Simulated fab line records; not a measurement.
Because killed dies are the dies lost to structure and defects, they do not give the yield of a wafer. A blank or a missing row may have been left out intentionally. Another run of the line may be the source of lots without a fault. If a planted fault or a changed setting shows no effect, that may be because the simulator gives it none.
Matching of chambers :: flow nand_harc :: 4 sister chambers for NHARC_A_CHANNEL_HOLE_D1_DESCUM_15 on rie_diel-05
The step chemistry O2, time 3 s. 8 wafers are shown with their chamber, then 8 later ones without.

== WAFERS WITH THEIR CHAMBER ==
wafer: L075.4
chamber: 1
drypump_motor_current_A (A): 6.6
showerhead_plenum_p_Torr (Torr): 1.88

wafer: L082.2
chamber: 2
drypump_motor_current_A (A): 6.3
showerhead_plenum_p_Torr (Torr): 1.83

wafer: L087.4
chamber: 2
drypump_motor_current_A (A): 6.3
showerhead_plenum_p_Torr (Torr): 1.83

wafer: L087.6
chamber: 1
drypump_motor_current_A (A): 6.7
showerhead_plenum_p_Torr (Torr): 1.87

wafer: L086.1
chamber: 3
drypump_motor_current_A (A): 4.9
showerhead_plenum_p_Torr (Torr): 1.78

wafer: L086.5
chamber: 0
drypump_motor_current_A (A): 5.5
showerhead_plenum_p_Torr (Torr): 2.00

wafer: L086.6
chamber: 3
drypump_motor_current_A (A): 4.9
showerhead_plenum_p_Torr (Torr): 1.78

wafer: L088.3
chamber: 0
drypump_motor_current_A (A): 5.5
showerhead_plenum_p_Torr (Torr): 1.99

== WAFERS WITH NO CHAMBER GIVEN ==
wafer: L088.5
drypump_motor_current_A (A): 4.9
showerhead_plenum_p_Torr (Torr): 1.78

wafer: L088.6
drypump_motor_current_A (A): 6.3
showerhead_plenum_p_Torr (Torr): 1.83

wafer: L090.2
drypump_motor_current_A (A): 5.5
showerhead_plenum_p_Torr (Torr): 1.99

wafer: L090.4
drypump_motor_current_A (A): 5.0
showerhead_plenum_p_Torr (Torr): 1.77

wafer: L090.5
drypump_motor_current_A (A): 5.5
showerhead_plenum_p_Torr (Torr): 1.99

wafer: L097.2
drypump_motor_current_A (A): 4.9
showerhead_plenum_p_Torr (Torr): 2.08

wafer: L097.3
drypump_motor_current_A (A): 5.5
showerhead_plenum_p_Torr (Torr): 1.99

wafer: L097.5
drypump_motor_current_A (A): 6.7
showerhead_plenum_p_Torr (Torr): 1.85

== THE CHAMBER EACH PASSED THROUGH ==
wafer: L088.5
from the rows above: 3
in truth: 3

wafer: L088.6
from the rows above: 2
in truth: 2

wafer: L090.2
from the rows above: 0
in truth: 0

wafer: L090.4
from the rows above: 3
in truth: 3

wafer: L090.5
from the rows above: 0
in truth: 0

wafer: L097.2
from the rows above: 0
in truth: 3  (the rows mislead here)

wafer: L097.3
from the rows above: 0
in truth: 0

wafer: L097.5
from the rows above: 1
in truth: 1
Correctly placed: 7 of 8. Can't be placed from these rows: 0. Number placed wrongly: 1.
How it was worked out, from the rows above alone: a wafer's distance from a chamber is the root of the sum, over the readings, of the square of ((its reading less the chamber's mean) divided by the reading's scatter). The wafer belongs to the nearest chamber; if the next one is less than 2 further off, it can't be placed. The mean given for a chamber averages the wafers shown for that chamber. How the scatter is found: for the shown wafers, subtract from each reading the mean of its chamber, square and add these, divide the total by (wafers less chambers), then take the root.
